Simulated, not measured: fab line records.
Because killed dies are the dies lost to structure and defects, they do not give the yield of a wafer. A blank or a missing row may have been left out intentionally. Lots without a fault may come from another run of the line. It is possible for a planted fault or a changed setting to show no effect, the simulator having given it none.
Matching of chambers + flow nand_harc + rie_diel-02 running NHARC_A_ZERO_WELL_DESCUM_12: 4 sister chambers
The step chemistry O2, time 3 s. 16 wafers are shown with their chamber, then 8 later ones without.

WAFERS, EACH WITH ITS CHAMBER
| wafer  | chamber | drypump_motor_current_A (A) | oes_product_au (a.u.) | rf_vpp_V (V) |
|--------|---------|-----------------------------|-----------------------|--------------|
| L079.4 | 3       | 5.5                         | 1.000                 | 57.7         |
| L079.5 | 1       | 5.5                         | 1.008                 | 56.8         |
| L079.6 | 2       | 5.9                         | 0.996                 | 59.3         |
| L084.1 | 2       | 5.8                         | 1.003                 | 58.4         |
| L084.3 | 3       | 5.5                         | 0.995                 | 58.0         |
| L084.5 | 3       | 5.5                         | 0.993                 | 58.5         |
| L083.3 | 2       | 5.9                         | 1.000                 | 57.9         |
| L083.5 | 0       | 6.0                         | 1.015                 | 58.5         |
| L083.6 | 3       | 5.5                         | 0.998                 | 57.1         |
| L086.2 | 2       | 5.8                         | 0.994                 | 57.9         |
| L086.4 | 2       | 5.8                         | 0.992                 | 57.7         |
| L086.6 | 3       | 5.5                         | 0.988                 | 57.4         |
| L087.4 | 2       | 5.9                         | 1.003                 | 57.5         |
| L087.5 | 2       | 5.8                         | 1.002                 | 57.4         |
| L087.6 | 3       | 5.5                         | 0.990                 | 57.3         |
| L092.2 | 3       | 5.5                         | 0.999                 | 58.2         |

SIGNATURES (averages over the wafers above)
| reading                 | chamber 0 | chamber 1 | chamber 2 | chamber 3 | scatter within a chamber |
|-------------------------|-----------|-----------|-----------|-----------|--------------------------|
| drypump_motor_current_A | 6.000     | 5.500     | 5.843     | 5.500     | 0.0378                   |
| oes_product_au          | 1.01500   | 1.00800   | 0.99857   | 0.99471   | 0.00457                  |
| rf_vpp_V                | 58.500    | 56.800    | 58.014    | 57.743    | 0.588                    |
Rule: distance of a wafer from a chamber = root of the sum over the readings of ((wafer's reading minus chamber's mean) / reading's scatter) squared. If the next closest chamber is less than 2 further off than the closest, the wafer can't be placed; otherwise it belongs to the closest. The scatter: the root of (the sum of the squares of (reading less its chamber's mean) over the shown wafers, divided by (wafers less chambers)).

WAFERS MISSING THEIR CHAMBER
| wafer  | drypump_motor_current_A (A) | oes_product_au (a.u.) | rf_vpp_V (V) |
|--------|-----------------------------|-----------------------|--------------|
| L092.5 | 5.8                         | 0.993                 | 57.8         |
| L092.6 | 5.5                         | 0.998                 | 58.6         |
| L094.1 | 6.0                         | 0.998                 | 58.0         |
| L094.5 | 5.5                         | 0.987                 | 56.4         |
| L094.6 | 5.8                         | 0.998                 | 58.6         |
| L097.3 | 6.0                         | 1.005                 | 57.2         |
| L097.4 | 5.5                         | 1.003                 | 60.7         |
| L097.6 | 5.5                         | 0.982                 | 59.4         |

EACH ONE'S CHAMBER
| wafer  | from the rows above     | in truth                   |
|--------|-------------------------|----------------------------|
| L092.5 | 2                       | 2                          |
| L092.6 | 3                       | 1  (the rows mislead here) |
| L094.1 | can't be placed: 0 or 2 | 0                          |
| L094.5 | can't be placed: 3 or 1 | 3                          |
| L094.6 | 2                       | 2                          |
| L097.3 | can't be placed: 0 or 2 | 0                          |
| L097.4 | can't be placed: 3 or 1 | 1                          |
| L097.6 | 3                       | 3                          |
3 of 8 placed correctly. Not placeable from these rows: 4 (in 4, the candidates include the true chamber). Wrongly placed: 1.
